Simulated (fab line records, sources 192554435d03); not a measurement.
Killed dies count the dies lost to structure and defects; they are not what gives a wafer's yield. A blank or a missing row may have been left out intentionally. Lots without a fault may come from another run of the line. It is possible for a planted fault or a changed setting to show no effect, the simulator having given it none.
Problem report, 8D (eight disciplines) form, completed by code ; flow n5Finfet ; the parts of the form that need people (team, actions taken, sign-off) are left out

## 1. WHAT WENT WRONG
Mean M5_ILD_THK at N5_BEOL_M5_THK_MEAS_01: 85.8 nm over 3 wafers in 2 lots; fault-free wafers: 120.6 nm, standard deviation 1.9. Measured from the usual mean, that is -18 standard deviations.
Seen first at day 12 01:44 on filmMetro-01, wafer L628.6. The record has a number at this step for 32 wafers belonging to 12 lots. Rule for "out", or "out of limits": more than 4 standard deviations from the usual mean. The rest of the wafers with a number are treated as sound.

## 2. WHAT IT IS; WHAT IT IS NOT
question;is;is not
which readings at this step;M5_ILD_THK;-
which lots;L628, L629;L613, L614, L616, L619, L620, L621, L622, L625, L627, L636
which wafers of those lots;L628.6, L629.1, L629.6;L628.4
read on which gauges;filmMetro-01;filmMetro-02
when;from day 12 01:44;"up to then (26 sound wafers); but 3 sound wafers of L636 came after"

## 3. THE SUSPECTS, EACH WITH WHAT RULES IT OUT
Counting: a tool at a process step up to the reading stays a suspect if it ran every lot that is out. Sound lots after the first of them don't rule it out here, since some wafers of a struck lot are sound.
- the gauge at N5_BEOL_M5_THK_MEAS_01: kept. All the wafers that are out were read on filmMetro-01, and no step on other tools shows them out.
- pecvd-02 at N5_BEOL_M5_ILD_DEP_00 (deposits SiCOH lowk from DEMS/porogen, target thk 140.64 nm, time 25.9 s): kept. Every lot that is out went through it, the first being L628 (day 12 01:11); the last sound lot it ran before that was L627 (day 11 23:13).
- Within pecvd-02 at N5_BEOL_M5_ILD_DEP_00: the wafers that are out ran in chambers 0, 1; their sound lot-mates ran in chamber 2.
The count leaves filmMetro-01 at N5_BEOL_M5_THK_MEAS_01 and pecvd-02 at N5_BEOL_M5_ILD_DEP_00.

## 4. THE CAUSE (what the simulator had put in)
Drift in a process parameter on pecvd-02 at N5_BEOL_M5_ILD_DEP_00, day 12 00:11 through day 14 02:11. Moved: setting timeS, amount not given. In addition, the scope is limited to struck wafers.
After counting, 2 suspects remain, this tool included.

## 5. SEQUENCE OF EFFECTS, ordered by route
Each row: a reading where the mean over the struck wafers with a number is more than 3 standard deviations away from the usual. Only readings for which the record gives a usual standard deviation are gone through. hours: the time from each lot's start at the first step in this table that gives one to its start at this step, as a median over the lots. sigmas: the change in usual standard deviations.
hours;step;reading;usual;on struck wafers;change;sigmas
0;N5_BEOL_M5_THK_MEAS_01;M5_ILD_THK;120.6 nm;85.8;-34.8;-18

## 6. WHAT WOULD HAVE CAUGHT IT SOONER
2 hours passed between the start of the fault at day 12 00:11 and the first reading out of limits at a measuring or inspecting step in this record, taken at day 12 01:44.
Tool readings at N5_BEOL_M5_ILD_DEP_00 with a usual standard deviation given in the record: none out on any struck wafer, hence no alarm at a limit of 4 standard deviations on them.
All the lots that are out (2) had begun N5_BEOL_M5_ILD_DEP_00 on pecvd-02 by day 12 01:44. None of them would have been spared by holding the tool at that moment.
